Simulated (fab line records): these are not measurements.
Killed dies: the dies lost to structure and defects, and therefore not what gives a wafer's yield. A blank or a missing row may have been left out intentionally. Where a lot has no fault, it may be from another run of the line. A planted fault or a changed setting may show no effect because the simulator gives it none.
Matching of chambers ; flow nand_harc ; pecvd-03 running NHARC_A_SGD_CUT_DEP_00: 3 sister chambers
The step deposits SiNx, target thk 50 nm. 3 wafers are shown with their chamber, then 8 later ones without.

## EACH WAFER AND ITS CHAMBER
wafer;chamber;heater_power_w (W)
L108.6;1;591
L118.6;0;728
L125.2;2;778

## WAFERS MISSING THEIR CHAMBER
wafer;heater_power_w (W)
L125.3;687
L125.4;791
L128.1;808
L128.3;678
L128.4;680
L130.2;603
L130.4;614
L130.5;729

## THE CHAMBER EACH PASSED THROUGH
wafer;from the rows above;in truth
L125.3;can't be placed: 0 or 2 or 1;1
L125.4;can't be placed: 2 or 0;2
L128.1;can't be placed: 2 or 0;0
L128.3;can't be placed: 0 or 1 or 2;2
L128.4;can't be placed: 0 or 1 or 2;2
L130.2;1;1
L130.4;1;1
L130.5;can't be placed: 0 or 2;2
Placed correctly: 2 of 8. Unplaceable from these rows: 6, with the true chamber sitting among the candidates in 6. 0 placed wrongly.
How it was worked out, from the rows above alone: a wafer's distance from a chamber is the root of the sum, over the readings, of the square of ((its reading less the chamber's mean) divided by the reading's scatter). If the next closest chamber is less than 2 further off than the closest, the wafer can't be placed; otherwise it belongs to the closest. For every chamber, the mean is computed from those of its wafers that are shown. The scatter (one wafer shown for each chamber): square how far every hidden wafer sits from the nearest shown wafer, average those squares and take the square root.
